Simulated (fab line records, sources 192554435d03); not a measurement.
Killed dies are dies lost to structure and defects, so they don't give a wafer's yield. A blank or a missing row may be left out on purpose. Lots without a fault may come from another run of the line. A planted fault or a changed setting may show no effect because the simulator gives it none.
fab line records | flow n5_finfet
record lots=6 wafers=18 last_day=17
route steps=1938 shown PMOS_HMC_CHANNEL_EPI@62
lots that met no fault: from a run of the same line without faults
start_h: hours from the record's first day to the start of the lot's first wafer shown | wait_h: hours since the lot's step before | " the same as in the row above | L1.1+2: a row that stands for several wafers | - no value, or no start given | * or withheld: withheld | < > ~ a bound
route shown NAME@n: a module of which the file shows steps, and the number in the route of the first | usual: mean/standard deviation of fault-free wafers | same: alike in all rows | chamber/n: place in a boat | sites: the reading at each site | _std_site: their standard deviation | _edge_site: outer sites' mean less inner sites' | radius_mm: how far each site lies from the wafer's centre | mask NAME#n: copy n | behind: the tool/chamber that last shaped the wafer | hold: why the lot was held/for how many hours/how that ended | device: the transistor (n, p or np) that didn't switch | end of line: the same wafers' tests at the end of the route | a step without rows: its recipe alone | killed: dies lost to structure and defects at the first sort, not the wafer's yield | map: a wafer's dies, x killed, . not, _ none there
set.NAME: the setting as run; set.NAME@STEP: as run at that earlier step | model.NAME: the simulator's own value behind a step, which no gauge read
lots at some steps of the route; a table a step, a row a wafer
services: from which hour (start_h, from the record's first day; less than 0 if before it) a tool's chamber was out of use, for how many hours, and why
## steps
# step N5_PMOS_HMC_CHANNEL_EPI_EXPOSE_06
# recipe mask_id=PMOS_HMC_BLK na=1.35 source_shape=conventional sigma_outer=0.8 polarization=unpolarized target_cd_nm=240 dose_mj=41
# step N5_PMOS_HMC_CHANNEL_EPI_PEB_07
# recipe peb_temp_c=110 peb_time_s=60 resist=CAR-ArF-block
# step N5_PMOS_HMC_CHANNEL_EPI_DEVELOP_08
# recipe develop_time_s=30 developer=TMAH resist=CAR-ArF-block dev_temp_c=23 rinse_liquid=diw dry=air_spin
# step N5_PMOS_HMC_CHANNEL_EPI_CD_MEAS_09
# recipe target_cd_nm=237.4 landing_energy_ev=500 detector=se_inlens
# usual cd_nm=237.1/0.99
# columns lot.wafer tool chamber start_h wait_h cd_nm
L630.2 cd_sem-01 0 17.65 - 237.3
L630.4 " 0 " " 238.6
L630.6 " 0 " " 236.7
L641.1 cd_sem-03 0 83.19 - 237.1
L641.3 " 0 " " 238.5
L641.4 " 0 " " 239.1
L642.2 cd_sem-03 0 89.60 - 236.2
L642.4 " 0 " " 235.8
L642.6 " 0 " " 235.8
L644.1 cd_sem-01 0 101.25 - 237.7
L644.5 " 0 " " 238.2
L644.6 " 0 " " 239.0
L646.1 cd_sem-02 0 113.25 - 236.5
L646.2 " 0 " " 235.8
L646.5 " 0 " " 237.1
L649.1 cd_sem-01 0 131.74 - 237.4
L649.5 " 0 " " 236.2
L649.6 " 0 " " 235.8
# step N5_PMOS_HMC_CHANNEL_EPI_OVL_MEAS_10
# recipe points_per_wafer=44
# usual PMOS_HMC_BLK_OVL=-0.3/0.81
# columns lot.wafer tool chamber start_h wait_h PMOS_HMC_BLK_OVL[nm]
L630.2 overlay-02 0 17.68 0.0 -0.5
L630.4 " 0 " " 0.0
L630.6 " 0 " " 0.7
L641.1 overlay-01 0 83.22 0.0 1.2
L641.3 " 0 " " 0.2
L641.4 " 0 " " 0.6
L642.2 overlay-02 0 89.63 0.0 -1.4
L642.4 " 0 " " -1.9
L642.6 " 0 " " -1.2
L644.1 overlay-02 0 101.29 0.0 1.1
L644.5 " 0 " " 0.4
L644.6 " 0 " " 1.1
L646.1 overlay-02 0 113.28 0.0 -0.8
L646.2 " 0 " " 0.2
L646.5 " 0 " " 1.1
L649.1 overlay-01 0 131.77 0.0 -0.7
L649.5 " 0 " " -1.0
L649.6 " 0 " " 0.0
# step N5_PMOS_HMC_CHANNEL_EPI_INSPECT_11
# recipe mode=adi inspect_instrument=macro
# usual raw_defect_count=2.2/1.4
# columns lot.wafer tool chamber start_h wait_h raw_defect_count
L630.2 defect_inspect-01 - 17.71 0.0 1
L630.4 " - " " 2
L630.6 " - " " 2
L641.1 defect_inspect-01 - 83.24 0.0 2
L641.3 " - " " 2
L641.4 " - " " 6
L642.2 defect_inspect-02 - 89.66 0.0 4
L642.4 " - " " 3
L642.6 " - " " 2
L644.1 defect_inspect-02 - 101.32 0.0 1
L644.5 " - " " 2
L644.6 " - " " 3
L646.1 defect_inspect-02 - 113.30 0.0 2
L646.2 " - " " 3
L646.5 " - " " 2
L649.1 defect_inspect-02 - 131.80 0.0 0
L649.5 " - " " 4
L649.6 " - " " 3
# step N5_PMOS_HMC_CHANNEL_EPI_DESCUM_14
# recipe chemistry=O2 time_s=7.9 source_power_w=50 bias_power_w=20 pressure_mtorr=20 rf_frequency_hz=2.712e+07 temp_c=40 resist=CAR-ArF-block o2_flow_sccm=225
# usual drypump_motor_current_A=5.5/0.47 oes_product_au=0.81/0.092 rf_vpp_V=243.7/1.7 showerhead_plenum_p_Torr=2.13/0.095 throttle_valve_pct=20.51/0.21
# columns lot.wafer tool chamber start_h wait_h drypump_motor_current_A oes_product_au rf_hours_counter_h rf_vpp_V showerhead_plenum_p_Torr throttle_valve_pct
L630.2 rie_diel-05 0 17.74 0.0 5.8 0.93 14 246.5 2.25 20.37
L630.4 " 2 " " 5.0 0.69 224 241.6 1.98 20.83
L630.6 " 0 " " 5.8 0.93 - 244.9 2.25 20.37
L641.1 rie_diel-05 1 83.55 0.3 5.6 0.88 27 245.9 2.24 20.56
L641.3 " 0 " " 5.8 0.89 37 243.3 2.24 20.41
L641.4 " 2 " " 5.0 0.68 246 239.6 1.97 20.85
L642.2 rie_diel-05 2 89.69 0.0 5.0 0.68 248 241.6 1.97 20.88
L642.4 " 1 " " 5.6 0.88 29 245.0 2.23 20.57
L642.6 " 3 " " 6.1 0.96 - 242.0 2.07 20.15
L644.1 rie_diel-03 2 101.43 0.1 6.1 0.72 208 245.1 2.17 20.54
L644.5 " 3 " " 6.3 0.69 - 242.3 2.07 20.98
L644.6 " 0 " " 4.9 0.78 - 243.0 2.02 20.71
L646.1 rie_diel-05 0 113.33 0.0 5.8 0.87 45 244.6 2.24 20.40
L646.2 " 3 " " 6.1 0.93 10 243.6 2.07 20.17
L646.5 " 3 " " 6.1 0.94 - 243.4 2.07 20.17
L649.1 rie_diel-05 3 132.01 0.2 6.2 0.91 16 244.2 2.06 20.19
L649.5 " 1 " " 5.6 0.86 - 244.8 2.23 20.58
L649.6 " 3 " " 6.1 0.91 - 241.9 2.06 20.20
# step N5_PMOS_HMC_CHANNEL_EPI_ETCH_32
# recipe chemistry=N2/H2 target=BARC stop_on=SiO2 target_depth_a=858 over_etch_frac=0.3 time_s=50.3 ion_energy_ev=200 mask_material=CAR-ArF-block pressure_mtorr=30 source_w=840 bias_w=150 n2_flow_sccm=200 h2_flow_sccm=200
# usual drypump_motor_current_A=5.5/0.47 oes_product_au=0.69/0.074 rf_vpp_V=525/3.1 showerhead_plenum_p_Torr=2.58/0.12 throttle_valve_pct=17.86/0.24
# columns lot.wafer tool chamber start_h wait_h drypump_motor_current_A oes_product_au rf_hours_counter_h rf_vpp_V showerhead_plenum_p_Torr throttle_valve_pct
L630.2 rie_diel-05 0 17.78 0.0 5.8 0.79 14 527 2.72 17.66
L630.4 " 2 " " 5.0 0.60 224 520 2.40 18.21
L630.6 " 0 " " 5.8 0.79 - 528 2.72 17.64
L641.1 rie_diel-05 1 83.59 0.0 5.6 0.76 27 528 2.70 17.85
L641.3 " 0 " " 5.8 0.75 37 529 2.71 17.70
L641.4 " 2 " " 5.0 0.59 246 520 2.39 18.23
L642.2 rie_diel-05 2 89.73 0.0 5.0 0.58 248 521 2.39 18.25
L642.4 " 1 " " 5.6 0.75 29 527 2.70 17.87
L642.6 " 3 " " 6.1 0.81 - 524 2.48 17.43
L644.1 rie_diel-03 2 101.47 0.0 6.1 0.61 208 527 2.62 17.91
L644.5 " 3 " " 6.3 0.59 - 523 2.49 18.23
L644.6 " 0 " " 4.9 0.67 - 521 2.45 18.13
L646.1 rie_diel-05 0 113.37 0.0 5.8 0.74 45 528 2.70 17.71
L646.2 " 3 " " 6.1 0.80 10 523 2.48 17.45
L646.5 " 3 " " 6.1 0.80 - 520 2.47 17.45
L649.1 rie_diel-05 3 132.04 0.0 6.1 0.78 16 523 2.47 17.46
L649.5 " 1 " " 5.6 0.74 - 528 2.69 17.88
L649.6 " 3 " " 6.1 0.78 - 523 2.47 17.46
# step N5_PMOS_HMC_CHANNEL_EPI_HM_OPEN_15
# recipe chemistry=CHF3/O2 target=SiO2 mask_material=CAR-ArF-block target_depth_a=406 CHF3_flow_sccm=50 O2_flow_sccm=5 Ar_flow_sccm=200 time_s=20.3 pressure_mtorr=30 source_w=650 bias_w=170 ion_energy_ev=200
# step N5_PMOS_HMC_CHANNEL_EPI_STRIP_33
# recipe chemistry=N2/H2 power_w=500 temp_c=40 pressure_mtorr=50 rf_frequency_hz=6e+07 overash_fraction=0.3 bias_power_w=8 h2_frac=0.5 n2_flow_sccm=300 h2_flow_sccm=300
# usual drypump_motor_current_A=5.5/0.47 oes_product_au=0.81/0.093 rf_vpp_V=54.3/1.6 showerhead_plenum_p_Torr=3.40/0.15 throttle_valve_pct=18.85/0.27
# columns lot.wafer tool chamber start_h wait_h drypump_motor_current_A oes_product_au rf_hours_counter_h rf_vpp_V showerhead_plenum_p_Torr throttle_valve_pct
L630.2 rie_diel-05 0 17.87 0.0 5.8 0.93 14 55.4 3.58 18.54
L630.4 " 2 " " 5.0 0.68 224 55.3 3.17 19.19
L630.6 " 0 " " 5.8 0.94 - 52.0 3.58 18.56
L641.1 rie_diel-05 1 83.68 0.0 5.6 0.89 27 53.6 3.56 18.76
L641.3 " 0 " " 5.8 0.90 37 54.1 3.57 18.63
L641.4 " 2 " " 5.0 0.68 246 54.1 3.16 19.26
L642.2 rie_diel-05 2 89.82 0.0 5.0 0.68 248 51.5 3.16 19.24
L642.4 " 1 " " 5.6 0.88 29 54.6 3.56 18.79
L642.6 " 3 " " 6.1 0.95 - 56.0 3.28 18.59
L644.1 rie_diel-03 2 101.56 0.0 6.2 0.72 208 55.0 3.46 18.83
L644.5 " 3 " " 6.3 0.68 - 56.3 3.29 19.15
L644.6 " 0 " " 4.9 0.78 - 52.2 3.24 19.14
L646.1 rie_diel-05 0 113.47 0.0 5.8 0.86 45 57.1 3.56 18.58
L646.2 " 3 " " 6.1 0.94 10 56.0 3.27 18.61
L646.5 " 3 " " 6.2 0.93 - 55.1 3.27 18.61
L649.1 rie_diel-05 3 132.14 0.0 6.1 0.92 16 55.1 3.27 18.60
L649.5 " 1 " " 5.6 0.85 - 52.1 3.55 18.81
L649.6 " 3 " " 6.2 0.92 - 50.9 3.27 18.61
# step N5_PMOS_HMC_CHANNEL_EPI_STRIP_17
# recipe chemistry=SPM time_s=750 temp_c=130 h2so4_h2o2_vol_ratio=4 dry=ipa_marangoni
# step N5_PMOS_HMC_CHANNEL_EPI_ETCH_38
# recipe chemistry=CF4 target=SiO2 target_depth_a=15 ion_energy_ev=350 pressure_mtorr=10 icp_w=800 bias_w=400 cf4_flow_sccm=80
# usual drypump_motor_current_A=6.0/0.44 oes_product_au=1.007/0.022 throttle_valve_pct=21.67/0.22
# columns lot.wafer tool chamber start_h wait_h drypump_motor_current_A oes_product_au rf_hours_counter_h throttle_valve_pct
L630.2 rie_si-02 2 18.18 0.0 6.4 1.020 155 21.55
L630.4 " 0 " " 5.8 1.015 124 21.72
L630.6 " 1 " " 5.7 0.992 - 21.41
L641.1 rie_si-02 0 83.99 0.0 5.8 1.014 125 21.70
L641.3 " 2 " " 6.4 1.027 156 21.56
L641.4 " 1 " " 5.7 0.994 111 21.44
L642.2 rie_si-06 1 90.13 0.0 6.7 1.023 34 21.86
L642.4 " 3 " " 5.2 1.018 33 22.10
L642.6 " 2 " " 5.9 0.968 - 21.51
L644.1 rie_si-02 0 101.87 0.0 5.8 1.018 125 21.71
L644.5 " 1 " " 5.7 0.999 - 21.42
L644.6 " 0 " " 5.8 1.012 - 21.71
L646.1 rie_si-03 0 113.77 0.0 5.3 1.018 187 21.92
L646.2 " 3 " " 6.3 0.977 54 21.90
L646.5 " 0 " " 5.3 1.000 - 21.89
L649.1 rie_si-06 0 132.45 0.0 6.1 1.024 89 21.44
L649.5 " 1 " " 6.7 1.021 - 21.86
L649.6 " 0 " " 6.1 1.033 - 21.44
# step N5_PMOS_HMC_CHANNEL_EPI_FIN_RECESS_16
# recipe chemistry=HBr/Cl2 target=Si mask_material=SiO2 target_depth_a=540 time_s=18 pressure_mtorr=10 icp_w=800 bias_w=75 HBr_flow_sccm=150 Cl2_flow_sccm=80
# usual drypump_motor_current_A=6.0/0.45 oes_product_au=1.005/0.016 throttle_valve_pct=35.33/0.29
# columns lot.wafer tool chamber start_h wait_h drypump_motor_current_A oes_product_au rf_hours_counter_h throttle_valve_pct model.etch.depth_nm model.PMOS_HMC_CHANNEL_EPI.feature_depth_nm model.SiO2_of_PMOS_HMC_CHANNEL_EPI_HM_DEP_34.thk_nm
L630.2 rie_si-02 2 18.20 0.0 6.4 1.008 155 35.28 53.31 53.31 30.43
L630.4 " 0 " " 5.8 1.013 124 35.49 53.17 53.17 30.93
L630.6 " 1 " " 5.7 1.003 - 35.13 54.59 54.59 30.96
L641.1 rie_si-02 0 84.01 0.0 5.8 1.024 125 35.48 68.64 68.64 28.67
L641.3 " 2 " " 6.5 1.023 156 35.28 54.42 54.42 30.12
L641.4 " 1 " " 5.7 1.006 111 35.15 54.23 54.23 29.97
L642.2 rie_si-06 1 90.15 0.0 6.7 1.017 34 35.68 55.07 55.07 30.33
L642.4 " 3 " " 5.2 1.010 33 35.70 54.92 54.92 30.59
L642.6 " 2 " " 5.9 0.978 - 35.05 52.6 52.6 30.76
L644.1 rie_si-02 0 101.89 0.0 5.8 1.023 125 35.46 69.28 69.28 28.45
L644.5 " 1 " " 5.7 1.003 - 35.14 69.97 69.97 29.4
L644.6 " 0 " " 5.8 1.023 - 35.45 54.29 54.29 30.33
L646.1 rie_si-03 0 113.79 0.0 5.3 1.003 187 35.36 55.32 55.32 29.65
L646.2 " 3 " " 6.3 0.982 54 35.80 53.32 53.32 30.14
L646.5 " 0 " " 5.3 0.998 - 35.36 55.35 55.35 30.45
L649.1 rie_si-06 0 132.47 0.0 6.1 1.015 89 34.96 55.95 55.95 30.04
L649.5 " 1 " " 6.7 1.007 - 35.68 54.87 54.87 30.55
L649.6 " 0 " " 6.1 1.015 - 34.97 55.38 55.38 30.31
# step N5_PMOS_HMC_CHANNEL_EPI_PRECLEAN_36
# recipe chemistry=O3/DIW time_s=45 temp_c=22 o3_ppm=10
# step N5_PMOS_HMC_CHANNEL_EPI_PRECLEAN_18
# recipe chemistry=DHF time_s=30 temp_c=25 dilution=withheld
# columns lot.wafer tool chamber start_h wait_h model.SiO2_of_PMOS_HMC_CHANNEL_EPI_HM_DEP_34.thk_nm
L630.2 wet_bench-05 2 18.31 0.0 24.84
L630.4 " 4 " " 25.35
L630.6 " 3 " " 25.38
L641.1 wet_bench-03 7 84.12 0.0 23.11
L641.3 " 2 " " 24.53
L641.4 " 5 " " 24.4
L642.2 wet_bench-03 7 90.26 0.0 24.68
L642.4 " 1 " " 24.95
L642.6 " 5 " " 25.11
L644.1 wet_bench-03 7 102.00 0.0 22.82
L644.5 " 2 " " 23.8
L644.6 " 0 " " 24.72
L646.1 wet_bench-05 0 113.90 0.0 24.01
L646.2 " 3 " " 24.48
L646.5 " 2 " " 24.78
L649.1 wet_bench-05 5 132.59 0.0 24.41
L649.5 " 3 " " 24.95
L649.6 " 6 " " 24.7
# step N5_PMOS_HMC_CHANNEL_EPI_SRD_19
# recipe dry=ipa_marangoni do_ppb=5 time_s=30 temp_c=23 rinse_liquid=diw
# step N5_PMOS_HMC_CHANNEL_EPI_EPI_20
# recipe material=SiGe30 mask_material=SiO2 pressure_torr=20 target_thk_a=590 temp_c=600
# step N5_PMOS_HMC_CHANNEL_EPI_HM_STRIP_35
# recipe chemistry=dHF temp_c=25 material=SiO2 target=SiO2 target_depth_a=396 time_s=216
# step N5_PMOS_HMC_CHANNEL_EPI_SRD_39
# recipe dry=ipa_marangoni time_s=30 temp_c=23 rinse_liquid=diw
# step N5_PMOS_HMC_CHANNEL_EPI_CMP_21
# recipe material=SiGe30 post_cmp_clean=alkaline_brush target_thk_nm=54
# usual motor_current_A=12.8/1.3 slurry_filter_dp_kPa=13.49/0.13
# columns lot.wafer tool chamber start_h wait_h motor_current_A slurry_filter_dp_kPa
L630.2 cmp-01 0 20.15 0.1 12.4 13.33
L630.4 " 2 " " 10.8 13.20
L630.6 " 0 " " 13.2 13.46
L641.4 cmp-04 1 85.91 0.0 12.7 13.37
L641.1 " 2 " " 13.6 13.36
L641.3 " 3 " " 14.9 13.35
L642.2 cmp-02 0 92.13 0.1 15.5 13.04
L642.4 " 1 " " 12.9 13.36
L642.6 " 3 " " 12.4 13.55
L644.1 cmp-01 2 103.47 0.1 11.6 13.57
L644.6 " 0 " " 13.2 13.50
L644.5 " 1 " " 12.7 13.43
L646.2 cmp-01 1 115.37 0.1 12.0 13.41
L646.1 " 2 " " 10.8 13.60
L646.5 " 3 " " 10.6 13.64
L649.1 cmp-01 3 134.02 0.1 10.5 13.55
L649.5 " 2 " " 11.5 13.54
L649.6 " 3 " " 11.3 13.27
# step N5_PMOS_HMC_CHANNEL_EPI_THK_MEAS_22
# recipe reads=SiGe30_of_PMOS_HMC_CHANNEL_EPI_EPI_20
# usual HMC_CMP_THK=54.4/1
# columns lot.wafer tool chamber start_h wait_h HMC_CMP_THK[nm]
L630.2 film_metro-01 - 20.41 - 53.4
L630.4 " - " " 53.1
L630.6 " - " " 54.6
L641.1 film_metro-01 - 86.21 - 58.9
L641.3 " - " " 54.5
L641.4 " - " " 54.3
L642.2 film_metro-01 - 92.35 - 55.3
L642.4 " - " " 55.0
L642.6 " - " " 52.7
L644.1 film_metro-01 - 103.69 - 59.0
L644.5 " - " " 59.2
L644.6 " - " " 54.2
L646.1 film_metro-02 - 115.59 - 55.2
L646.2 " - " " 53.4
L646.5 " - " " 55.3
L649.1 film_metro-01 - 134.28 - 56.0
L649.5 " - " " 54.8
L649.6 " - " " 55.4
# step N5_PMOS_HMC_CHANNEL_EPI_PRECLEAN_40
# recipe chemistry=DHF time_s=30 temp_c=25 dilution=withheld
## services
# columns tool chamber start_h hours kind
cmp-01 - -3.98 7.4 pm
cmp-02 - -2.39 1.1 repair
cmp-04 - 0.16 0.6 repair
cmp-02 - 5.87 3.6 pm
cmp-01 - 8.57 0.8 repair
rie_diel-03 - 20.48 2.8 pm
cmp-04 - 22.04 2.6 repair
rie_diel-03 3 28.11 2.7 repair
cmp-04 - 39.63 0.5 repair
rie_si-06 - 43.83 0.2 repair
rie_diel-05 1 46.73 4.1 repair
cmp-04 - 50.99 3.3 repair
cmp-01 - 54.24 1.2 repair
cmp-01 - 63.85 0.6 repair
rie_diel-03 1 70.57 13.5 repair
cmp-01 - 70.94 0.4 repair
cmp-04 - 79.93 5.5 repair
cmp-01 - 86.08 1.8 repair
rie_si-06 1 86.83 2.3 repair
rie_si-03 0 97.58 5.6 repair
rie_si-03 - 101.03 4.3 pm
rie_diel-05 2 111.70 7.9 repair
rie_si-03 2 115.87 4.5 repair
cmp-01 - 120.50 1.2 repair
## key
first_sign step=N5_PMOS_HMC_CHANNEL_EPI_THK_MEAS_22 reading=HMC_CMP_THK direction=up sigmas=4.6 usual=54.4 struck=59.1
effect none on later readings
model_effect step=N5_PMOS_HMC_CHANNEL_EPI_FIN_RECESS_16 value=etch.depth_nm without=54.23 struck=69.3
model_effect step=N5_PMOS_HMC_CHANNEL_EPI_PRECLEAN_18 value=SiO2_of_PMOS_HMC_CHANNEL_EPI_HM_DEP_34.thk_nm without=24.41 struck=23.24
met_at N5_PMOS_HMC_CHANNEL_EPI_FIN_RECESS_16
struck_wafers L641.1,L644.1,L644.5
tester_left_out L641,L644
onset_between 18.20 84.01
fault kind=process_parameter_drift tool=rie_si-02 chamber=- onset_h=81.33 steps=N5_PMOS_HMC_CHANNEL_EPI_FIN_RECESS_16 channel=time_s offset=* shape=step end_h=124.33 scope=struck_wafers_only acts_in=* stated=*
# tester_left_out: of these lots the tester's yield and bins aren't shown, on N5 and GAA mostly nor the transistor test; their killed dies are dies lost to structure and defects alone, not to doping, threshold or leakage, so they don't give the yield
